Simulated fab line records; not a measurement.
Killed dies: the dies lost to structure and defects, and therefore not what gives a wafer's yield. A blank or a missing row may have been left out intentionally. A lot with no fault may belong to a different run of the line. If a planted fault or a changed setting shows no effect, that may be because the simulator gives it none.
fab line records	flow nand_harc
record lots=11	wafers=33	last_day=24
route steps=1159 shown A_STAIRCASE@691 END@1159
lots with no fault: from the same line, run without faults
start_h: the number of hours between the record's first day and the start of the first shown wafer of the lot	wait_h: hours from the lot's prior step to this one	" identical to the entry in the row above	L1.1+2: a row that stands for several wafers	- no value present, or no start provided	* or withheld: withheld	< > ~ a bound
route shown NAME@n: a module of which the file shows steps, and the number in the route of the first	usual: mean/standard deviation of fault-free wafers	same: alike in all rows	chamber/n: place in a boat	sites: per-site readings	_std_site: how widely they spread, as a standard deviation	_edge_site: the outer-site mean with the inner-site mean subtracted	radius_mm: how far each site lies from the wafer's centre	mask NAME#n: copy n	behind: the most recent tool/chamber to have shaped the wafer	hold: why the lot was held/for how many hours/how that ended	device: whichever transistor did not switch (one of n, p or np)	end of line: at the end of the route, the tests of the same wafers	a step with no rows: only its recipe	killed: dies that structure and defects cost at the first sort, which is not the same as the wafer's yield	map: the dies of a wafer, with x for killed, . for not killed, _ for no die there
set.NAME: setting as actually run; set.NAME@STEP: the setting as run at that earlier step	model.NAME: the simulator's own value behind a step, which no gauge read
route steps across a sampled set of lots; one table per step, one row per wafer
services: when a tool's chamber went out of use (start_h, in hours from the record's first day, below 0 if earlier), for how many hours, and the reason
## steps
# step NHARC_A_STAIRCASE_ETCH_453
# recipe target_depth_a=300	overetch_a=30	time_s=16.5	ion_energy_ev=100	cf4_flow_sccm=80	o2_flow_sccm=20	ar_flow_sccm=0	rf_w=300	bias_w=100	chemistry=CF4/O2
# usual bias_w=100.0/0.31	cf4_flow_sccm=79.99/0.25	drypump_motor_current_A=5.7/0.49	oes_product_au=1.001/0.013	rf_fwd_power_W=294.7/1.7	rf_vpp_V=197.0/1.5	showerhead_plenum_p_Torr=1.30/0.057	throttle_valve_pct=13.397/0.01
lot.wafer	tool	chamber	start_h	wait_h	bias_w	cf4_flow_sccm	drypump_motor_current_A	oes_product_au	rf_fwd_power_W	rf_hours_counter_h	rf_vpp_V	showerhead_plenum_p_Torr	throttle_valve_pct
L331.4	rie_diel-05	0	267.74	-	100.1	79.83	5.4	0.990	293.5	34	197.5	1.28	13.414
L331.5	"	2	"	"	100.1	79.94	6.1	1.013	295.0	-	197.4	1.30	13.396
L331.6	"	3	"	"	99.9	79.69	5.8	1.006	292.7	-	196.7	1.29	13.412
L333.3	rie_diel-05	0	277.61	-	99.2	79.61	5.4	0.989	296.6	35	196.8	1.28	13.417
L333.6	"	0	"	"	100.1	80.00	5.3	0.979	297.2	-	196.5	1.28	13.400
L333.5	"	1	"	"	100.4	79.47	6.5	1.007	293.4	-	199.0	1.41	13.398
L335.2	rie_diel-05	0	284.13	-	99.9	80.16	5.4	0.986	295.1	41	197.0	1.28	13.398
L335.1	"	1	"	"	99.7	80.20	6.5	1.018	295.2	42	198.4	1.41	13.374
L335.5	"	1	"	"	100.1	79.85	6.5	1.017	294.7	-	199.4	1.41	13.389
L338.3	rie_diel-13	2	314.01	-	-	-	-	-	-	-	-	-	-
L338.4	"	1	"	"	-	-	-	-	-	-	-	-	-
L338.5	"	3	"	"	-	-	-	-	-	-	-	-	-
L336.1	rie_diel-05	0	314.45	-	-	-	-	-	-	-	-	-	-
L336.2	"	2	"	"	-	-	-	-	-	-	-	-	-
L336.3	"	3	"	"	-	-	-	-	-	-	-	-	-
L337.1	rie_diel-05	3	316.16	-	-	-	-	-	-	-	-	-	-
L337.4	"	0	"	"	-	-	-	-	-	-	-	-	-
L337.5	"	0	"	"	-	-	-	-	-	-	-	-	-
L347.2	rie_diel-05	1	361.56	-	100.2	79.82	6.5	1.034	295.9	4	197.0	1.40	13.396
L347.3	"	0	"	"	100.4	79.84	5.4	0.988	296.3	4	196.4	1.27	13.398
L347.5	"	0	"	"	100.4	79.48	5.4	0.989	296.3	-	197.6	1.27	13.418
L348.3	rie_diel-05	0	367.64	-	100.4	79.82	5.4	0.993	295.6	7	196.8	1.27	13.391
L348.5	"	2	"	"	99.9	79.44	6.1	1.008	296.0	-	197.0	1.30	13.395
L348.6	"	0	"	"	100.4	79.88	5.4	0.992	295.0	-	196.1	1.27	13.394
L350.2	rie_diel-05	3	372.50	-	100.4	80.11	5.8	0.995	290.8	4	197.2	1.29	13.401
L350.3	"	1	"	"	99.8	80.06	6.5	1.016	295.6	9	199.9	1.40	13.386
L350.5	"	0	"	"	100.3	80.16	5.4	1.000	294.6	-	195.1	1.27	13.402
L349.4	rie_diel-08	2	378.01	-	100.2	80.02	5.0	0.986	292.7	26	197.0	1.26	13.401
L349.2	"	0	"	"	100.4	80.30	5.4	0.986	292.9	21	196.1	1.27	13.400
L349.5	"	2	"	"	100.0	79.81	5.0	0.984	294.7	-	197.4	1.26	13.417
L351.1	rie_diel-05	3	395.25	-	100.3	80.17	5.8	0.978	291.9	13	196.4	1.28	13.391
L351.3	"	1	"	"	100.0	79.82	6.5	1.009	295.4	19	198.7	1.40	13.416
L351.5	"	3	"	"	100.2	79.80	5.7	0.988	291.9	-	198.7	1.28	13.413
# step NHARC_A_STAIRCASE_ETCH_315
# recipe target_depth_a=25000	time_s=607.1	ion_energy_ev=800	c4f8_flow_sccm=80	o2_flow_sccm=60	ar_flow_sccm=withheld	rf_w=600	bias_w=3000	chemistry=C4F8/O2/Ar
# usual bias_w=3000/9.1	chamber_pressure_mTorr=25.001/0.024	oes_product_au=0.932/0.014	rf_fwd_power_W=599.1/1.9	rf_vpp_V=1820/10
lot.wafer	tool	chamber	start_h	wait_h	bias_w	chamber_pressure_mTorr	oes_product_au	rf_fwd_power_W	rf_hours_counter_h	rf_vpp_V
L331.4	rie_diel-05	2	-	-	3005	24.978	0.958	604.1	38	1821
L331.5	"	3	"	"	3005	24.967	0.941	600.8	-	1820
L331.6	"	0	"	"	3007	24.985	0.943	600.8	-	1817
L333.3	rie_diel-05	0	-	-	2994	24.998	0.906	600.2	35	1817
L333.6	"	2	"	"	2984	24.992	0.944	598.2	-	1823
L333.5	"	3	"	"	2986	25.047	0.932	600.0	-	1818
L335.2	rie_diel-05	1	-	-	3011	25.024	0.934	602.2	42	1840
L335.1	"	2	"	"	3002	24.998	0.931	597.8	43	1820
L335.5	"	0	"	"	2987	24.996	0.903	600.7	-	1816
L338.3	rie_diel-13	1	-	-	3008	25.040	0.921	599.7	12	1820
L338.4	"	3	"	"	3000	25.016	0.937	597.6	15	1844
L338.5	"	1	"	"	2999	25.008	0.917	599.9	-	1821
L336.1	rie_diel-05	1	-	-	2990	25.044	0.927	600.1	54	1839
L336.3	"	2	"	"	3002	25.002	0.937	600.7	53	1820
L336.2	"	0	"	"	3020	24.992	0.922	599.7	55	1815
L337.1	rie_diel-05	1	-	-	2987	24.993	0.928	600.2	55	1840
L337.4	"	2	"	"	2987	25.039	0.936	600.6	54	1821
L337.5	"	1	"	"	2998	25.005	0.925	599.7	-	1839
L347.3	rie_diel-05	2	-	-	3002	24.986	0.942	600.9	3	1820
L347.2	"	0	"	"	2995	24.975	0.923	598.7	4	1815
L347.5	"	2	"	"	3008	24.993	0.948	601.5	-	1820
L348.3	rie_diel-05	2	-	-	2997	24.988	0.946	595.4	6	1818
L348.6	"	0	"	"	2996	24.995	0.934	598.4	-	1814
L348.5	"	1	"	"	3009	24.935	0.958	596.5	-	1839
L350.3	rie_diel-05	1	-	-	2978	25.058	0.944	602.5	9	1839
L350.2	"	2	"	"	3000	25.018	0.946	597.0	8	1818
L350.5	"	2	"	"	3007	25.002	0.932	599.9	-	1820
L349.4	rie_diel-08	1	-	-	3004	24.928	0.936	600.8	26	1811
L349.2	"	2	"	"	3011	24.976	0.909	598.7	26	1813
L349.5	"	0	"	"	3004	24.995	0.925	599.9	-	1814
L351.3	rie_diel-05	0	-	-	3003	25.018	0.925	598.2	19	1815
L351.1	"	1	"	"	3002	24.991	0.940	595.5	19	1838
L351.5	"	3	"	"	3005	25.002	0.924	595.3	-	1818
# step NHARC_A_STAIRCASE_ETCHBACK_416
# recipe target_depth_a=360	time_s=7.2	c4f8_flow_sccm=withheld	o2_flow_sccm=8	ar_flow_sccm=withheld	rf_w=600	bias_w=800	chemistry=C4F8/O2/Ar
# usual bias_w=800.0/2.6	oes_product_au=0.94/0.032	rf_fwd_power_W=586.8/2.6	rf_vpp_V=721/4.1
lot.wafer	tool	chamber	start_h	wait_h	bias_w	oes_product_au	rf_fwd_power_W	rf_hours_counter_h	rf_vpp_V
L331.4	rie_diel-13	2	-	-	799.0	0.91	587.4	55	722
L331.5	"	3	"	"	802.4	0.90	588.2	-	730
L331.6	"	0	"	"	802.8	0.92	584.1	-	718
L333.3	rie_diel-05	1	-	-	805.1	0.93	587.7	42	728
L333.6	"	2	"	"	803.8	0.92	591.5	-	721
L333.5	"	3	"	"	801.8	0.94	582.0	-	719
L335.1	rie_diel-05	0	-	-	797.5	0.91	586.0	42	718
L335.2	"	2	"	"	803.4	0.93	590.5	44	722
L335.5	"	3	"	"	802.1	0.93	583.2	-	722
L338.3	rie_diel-08	1	-	-	802.9	1.02	587.0	3	717
L338.4	"	2	"	"	801.2	1.00	589.5	2	719
L338.5	"	0	"	"	800.3	1.00	586.1	-	718
L336.3	rie_diel-08	1	-	-	792.8	1.02	590.2	3	716
L336.1	"	2	"	"	796.6	0.97	584.7	2	718
L336.2	"	3	"	"	797.8	1.03	583.3	2	717
L337.1	rie_diel-05	2	321.01	2.1	797.0	0.93	592.1	56	721
L337.4	"	3	"	"	799.6	0.92	588.1	50	719
L337.5	"	2	"	"	798.9	0.94	592.1	-	721
L347.2	rie_diel-13	1	-	-	799.3	0.92	584.6	32	721
L347.3	"	3	"	"	801.7	0.93	588.7	32	729
L347.5	"	2	"	"	799.4	0.91	587.3	-	720
L348.3	rie_diel-05	0	-	-	799.7	0.93	588.2	9	719
L348.6	"	0	"	"	801.3	0.92	586.8	-	719
L348.5	"	1	"	"	797.4	0.95	584.8	-	728
L350.3	rie_diel-13	2	-	-	793.9	0.91	586.6	38	721
L350.2	"	3	"	"	795.8	0.92	586.2	37	729
L350.5	"	1	"	"	801.3	0.90	585.9	-	720
L349.4	rie_diel-13	0	-	-	799.3	0.99	588.2	32	717
L349.2	"	3	"	"	796.5	0.99	587.6	39	729
L349.5	"	0	"	"	794.4	1.01	585.8	-	717
L351.3	rie_diel-13	1	-	-	796.8	0.92	586.8	46	721
L351.1	"	3	"	"	797.5	0.93	588.1	45	730
L351.5	"	1	"	"	797.1	0.92	586.2	-	721
# step NHARC_A_STAIRCASE_STRIP_476
# recipe time_s=20	o2_flow_sccm=500	ar_flow_sccm=0	bias_w=0	chemistry=O2
# usual drypump_motor_current_A=5.8/0.49	oes_product_au=0.999/0.013	rf_vpp_V=57.5/0.88	showerhead_plenum_p_Torr=3.45/0.14	throttle_valve_pct=17.038/0.0089
# same bias_w=0
lot.wafer	tool	chamber	start_h	wait_h	drypump_motor_current_A	oes_product_au	rf_hours_counter_h	rf_vpp_V	showerhead_plenum_p_Torr	throttle_valve_pct
L331.4	rie_diel-13	2	271.32	0.1	5.0	1.002	55	56.8	3.47	17.039
L331.5	"	3	"	"	6.2	0.987	-	58.7	3.78	17.026
L331.6	"	0	"	"	6.2	1.004	-	57.8	3.35	17.056
L333.3	rie_diel-05	0	282.98	0.1	5.4	0.978	41	56.8	3.39	17.030
L333.6	"	2	"	"	6.1	1.008	-	57.8	3.45	17.041
L333.5	"	3	"	"	5.8	0.996	-	57.5	3.42	17.024
L335.1	rie_diel-05	0	287.77	0.1	5.4	0.975	42	58.1	3.39	17.036
L335.2	"	2	"	"	6.1	1.013	44	58.1	3.44	17.035
L335.5	"	1	"	"	6.5	1.014	-	58.6	3.71	17.032
L338.4	rie_diel-08	3	317.51	0.1	5.3	1.009	2	56.8	3.29	17.035
L338.3	"	0	"	"	5.4	0.987	3	58.5	3.37	17.047
L338.5	"	2	"	"	5.0	0.985	-	56.7	3.36	17.052
L336.1	rie_diel-08	2	317.93	0.1	5.0	0.991	2	56.8	3.36	17.041
L336.2	"	3	"	"	5.4	1.020	2	57.1	3.29	17.038
L336.3	"	0	"	"	5.4	1.007	3	57.9	3.37	17.053
L337.4	rie_diel-05	3	321.10	0.1	5.8	0.994	50	57.6	3.41	17.021
L337.1	"	0	"	"	5.4	0.999	57	57.7	3.38	17.034
L337.5	"	2	"	"	6.1	1.010	-	58.2	3.44	17.037
L347.2	rie_diel-13	3	367.26	2.0	6.1	0.996	33	58.4	3.76	17.051
L347.3	"	1	"	"	6.0	0.992	34	59.0	3.43	17.017
L347.5	"	3	"	"	6.1	0.991	-	58.2	3.76	17.050
L348.3	rie_diel-05	2	371.43	0.1	6.1	1.012	8	57.6	3.43	17.028
L348.6	"	1	"	"	6.5	1.012	-	58.7	3.69	17.022
L348.5	"	2	"	"	6.1	1.006	-	57.9	3.43	17.042
L350.2	rie_diel-13	0	376.29	0.1	6.2	0.994	30	59.5	3.34	17.042
L350.3	"	1	"	"	6.0	0.978	37	58.8	3.43	17.027
L350.5	"	0	"	"	6.2	0.998	-	55.3	3.34	17.029
L349.4	rie_diel-13	2	381.64	0.2	5.0	0.979	41	57.6	3.44	17.039
L349.2	"	0	"	"	6.2	1.007	32	57.3	3.34	17.025
L349.5	"	1	"	"	6.0	0.982	-	57.9	3.42	17.039
L351.1	rie_diel-13	0	398.74	0.1	6.1	0.998	37	57.5	3.33	17.042
L351.3	"	1	"	"	6.0	0.983	46	57.1	3.42	17.061
L351.5	"	0	"	"	6.2	1.000	-	59.0	3.33	17.044
# step NHARC_END_SORT_01
# recipe temp_c=25
# usual killed_at_array=27/11	killed_at_other=0.7/1.1	killed_at_periphery=3.6/2.4	killed_dies=32/11	killed_open=3.3/1.8	killed_short=2.1/1.5
# same gross_dies=677
lot.wafer	tool	chamber	start_h	wait_h	killed_at_array	killed_at_other	killed_at_periphery	killed_dies	killed_open	killed_short
L337.1	prober-02	0	494.34	2.5	673	0	4	677	1	2
L337.4	prober-02	0	496.74	3.4	669	1	7	677	3	2
L337.5	prober-02	0	497.55	3.7	671	0	6	677	3	4
L338.3	prober-01	0	496.04	3.1	671	1	5	677	2	2
L338.4	prober-01	0	496.82	3.4	671	1	5	677	5	2
L338.5	prober-01	0	497.61	3.7	673	0	4	677	3	4
L336.1	prober-02	0	509.92	2.5	677	0	0	677	3	3
L336.2	prober-02	0	510.73	2.8	672	1	4	677	7	2
L336.3	prober-02	0	511.53	3.1	671	3	3	677	5	3
# killed by level:class
L337.1 A_STAIRCASE:area_etch=639 A_CHANNEL_HOLE_D1:chamber_film_flake=20 A_SLIT:chamber_film_flake=11 P_ZERO_WELL:chamber_film_flake=3 P_M0:geometric_particle:open=1 A_SOURCE_PLATE:geometric_particle:short=1 A_WL_FILL:geometric_particle:short=1 A_CONTACT:chamber_film_flake=1
L338.3 A_STAIRCASE:area_etch=651 A_SLIT:chamber_film_flake=8 A_STAIRCASE:chamber_film_flake=3 A_CONTACT:chamber_film_flake=3 P_STI:chamber_film_flake=2 A_CHANNEL_HOLE_D1:chamber_film_flake=2 A_CHANNEL_FILL_D1:geometric_particle:short=1 A_CONTACT:geometric_particle:open=1
L337.4 A_STAIRCASE:area_etch=644 A_CHANNEL_HOLE_D1:chamber_film_flake=13 A_SLIT:chamber_film_flake=6 P_M0:geometric_particle:open=2 P_GATE:chamber_film_flake=2 A_STAIRCASE:chamber_film_flake=2 P_M1:geometric_particle:open=1 A_WL_FILL:geometric_particle:short=1
L338.4 A_STAIRCASE:area_etch=648 A_SLIT:chamber_film_flake=6 A_CONTACT:chamber_film_flake=5 A_STAIRCASE:chamber_film_flake=4 P_ZERO_WELL:chamber_film_flake=3 A_M0:geometric_particle:open=2 A_ONON_D1:geometric_particle:open=1 A_WL_FILL:geometric_particle:open=1
L337.5 A_STAIRCASE:area_etch=639 A_CHANNEL_HOLE_D1:chamber_film_flake=16 A_SLIT:chamber_film_flake=7 P_ZERO_WELL:chamber_film_flake=2 A_STAIRCASE:chamber_film_flake=2 A_CONTACT:chamber_film_flake=2 P_CONTACT:geometric_particle:open=1 P_M0:geometric_particle:short=1
L338.5 A_STAIRCASE:area_etch=644 A_SLIT:chamber_film_flake=9 A_CONTACT:chamber_film_flake=7 A_ONON_D1:geometric_particle:short=3 A_CHANNEL_HOLE_D1:chamber_film_flake=2 A_CHANNEL_FILL_D1:chamber_film_flake=2 A_STAIRCASE:chamber_film_flake=2 P_M0:geometric_particle:open=1
L336.1 A_STAIRCASE:area_etch=648 A_CHANNEL_HOLE_D1:chamber_film_flake=14 A_STAIRCASE:chamber_film_flake=5 A_CONTACT:chamber_film_flake=3 A_ONON_D1:geometric_particle:open=1 A_CHANNEL_HOLE_D1:geometric_particle:open=1 A_CHANNEL_FILL_D1:geometric_particle:short=1 A_CONTACT:geometric_particle:short=1
L336.2 A_STAIRCASE:area_etch=644 A_CHANNEL_HOLE_D1:chamber_film_flake=16 A_CONTACT:chamber_film_flake=4 A_CONTACT:geometric_particle:open=2 A_M0:geometric_particle:open=2 P_CONTACT:geometric_particle:open=1 P_M0:geometric_particle:open=1 A_SGD_CUT:geometric_particle:short=1
L336.3 A_STAIRCASE:area_etch=637 A_CHANNEL_HOLE_D1:chamber_film_flake=21 A_CONTACT:chamber_film_flake=6 THIN_TSV:chamber_film_flake=3 P_CONTACT:geometric_particle:open=1 P_CONTACT:geometric_particle:short=1 P_M1:geometric_particle:open=1 A_CHANNEL_HOLE_D1:geometric_particle:short=1
## services
tool	chamber	start_h	hours	kind
rie_diel-05	0	246.78	-	clean
rie_diel-05	1	246.78	-	clean
rie_diel-05	2	246.78	-	clean
rie_diel-05	3	246.78	-	clean
rie_diel-08	2	253.28	3.2	repair
rie_diel-05	0	271.28	-	clean
rie_diel-05	1	271.28	-	clean
rie_diel-05	2	271.28	-	clean
rie_diel-05	3	271.28	-	clean
rie_diel-05	2	273.08	2.7	repair
rie_diel-13	-	276.04	9.0	pm
rie_diel-08	3	287.17	3.8	repair
rie_diel-05	0	295.78	-	clean
rie_diel-05	1	295.78	-	clean
rie_diel-05	2	295.78	-	clean
rie_diel-05	3	295.78	-	clean
rie_diel-05	0	320.28	-	clean
rie_diel-05	1	320.28	-	clean
rie_diel-05	2	320.28	-	clean
rie_diel-05	3	320.28	-	clean
rie_diel-08	0	328.04	12.9	repair
rie_diel-05	-	340.67	9.0	pm
rie_diel-05	0	340.67	9.0	vent_cycle
rie_diel-05	3	358.94	11.9	repair
## key
first_sign step=NHARC_A_STAIRCASE_ETCH_453	reading=tool_record	direction=missing
effect step=NHARC_END_SORT_01	reading=killed_at_array	direction=up	sigmas=60	usual=27	struck=672
more_kills_born_at NHARC_A_STAIRCASE_ETCH_453@rie_diel-05=3850	NHARC_A_STAIRCASE_ETCH_453@rie_diel-13=1943
met_at NHARC_A_STAIRCASE_ETCH_453
struck_lots L336,L337,L338
later_rows_left_out L336.1,L336.2,L336.3,L337.1,L337.4,L337.5,L338.3,L338.4,L338.5
tester_left_out L336,L337,L338
not_acting_at NHARC_A_STAIRCASE_ETCH_315,NHARC_A_STAIRCASE_ETCHBACK_416,NHARC_A_STAIRCASE_STRIP_476
onset_between 284.13 314.01
fault kind=skipped_step_whole	tool=rie_diel-05,rie_diel-13	chamber=-	onset_h=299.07	steps=NHARC_A_STAIRCASE_ETCH_453	scope=struck_lots_only
# tester_left_out: of these lots the tester's yield and bins aren't shown, on N5 and GAA mostly nor the transistor test; their killed dies are dies lost to structure and defects alone, not to doping, threshold or leakage, so they don't give the yield
# later_rows_left_out: the simulator's readings of these wafers behind a module that went badly wrong aren't trusted and aren't shown, but for the sort
